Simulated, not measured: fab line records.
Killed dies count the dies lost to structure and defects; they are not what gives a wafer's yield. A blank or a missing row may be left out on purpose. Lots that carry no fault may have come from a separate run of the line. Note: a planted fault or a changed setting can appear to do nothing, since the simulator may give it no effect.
Matching of chambers | flow nand_harc | NHARC_A_M1_ETCH_28 on rie_diel-09 has 4 sister chambers
The step etches the open film in CF4/N2, target depth 30 nm, time 72.99 s. 14 wafers are shown with their chamber, then 7 later ones without.

== WAFERS WITH THEIR CHAMBER ==
wafer  | chamber | drypump_motor_current_A (A) | showerhead_plenum_p_Torr (Torr) | throttle_valve_pct (%)
L364.2 | 3       | 6.2                         | 2.72                            | 19.787
L364.5 | 0       | 5.7                         | 2.82                            | 19.790
L364.6 | 1       | 5.4                         | 2.78                            | 19.810
L375.2 | 0       | 5.7                         | 2.81                            | 19.797
L375.3 | 3       | 6.2                         | 2.71                            | 19.792
L375.5 | 0       | 5.7                         | 2.81                            | 19.801
L384.2 | 0       | 5.7                         | 2.81                            | 19.787
L384.3 | 3       | 6.2                         | 2.71                            | 19.785
L384.4 | 2       | 5.1                         | 2.62                            | 19.797
L382.2 | 1       | 5.4                         | 2.77                            | 19.802
L382.4 | 3       | 6.2                         | 2.71                            | 19.788
L382.5 | 3       | 6.2                         | 2.71                            | 19.792
L383.4 | 3       | 6.3                         | 2.71                            | 19.788
L383.5 | 0       | 5.7                         | 2.81                            | 19.798

SIGNATURES (averages over the wafers above)
reading                  | chamber 0 | chamber 1 | chamber 2 | chamber 3 | scatter within a chamber
drypump_motor_current_A  | 5.700     | 5.400     | 5.100     | 6.217     | 0.0289
showerhead_plenum_p_Torr | 2.8120    | 2.7750    | 2.6200    | 2.7117    | 0.00462
throttle_valve_pct       | 19.79460  | 19.80600  | 19.79700  | 19.78867  | 0.00457
Rule: for each reading, subtract the chamber's mean from the wafer's reading, divide by that reading's scatter and square the result; add these up over the readings and take the root, which gives the wafer's distance from the chamber. If the next closest chamber is less than 2 further off than the closest, the wafer can't be placed; otherwise it belongs to the closest. The scatter: the root of (the sum of the squares of (reading less its chamber's mean) over the shown wafers, divided by (wafers less chambers)).

== WAFERS WITH NO CHAMBER GIVEN ==
wafer  | drypump_motor_current_A (A) | showerhead_plenum_p_Torr (Torr) | throttle_valve_pct (%)
L383.6 | 6.2                         | 2.71                            | 19.795
L385.4 | 6.3                         | 2.71                            | 19.798
L385.5 | 5.4                         | 2.77                            | 19.791
L385.6 | 5.1                         | 2.62                            | 19.801
L386.3 | 5.4                         | 2.77                            | 19.797
L386.4 | 5.7                         | 2.81                            | 19.783
L386.5 | 5.4                         | 2.77                            | 19.796

== WHICH CHAMBER EACH ONE RAN IN ==
wafer  | from the rows above | in truth
L383.6 | 3                   | 3
L385.4 | 3                   | 3
L385.5 | 1                   | 1
L385.6 | 2                   | 2
L386.3 | 1                   | 1
L386.4 | 0                   | 0
L386.5 | 1                   | 1
Correct placement for 7 of the 7. Left unplaced by these rows: 0. Number placed wrongly: 0.
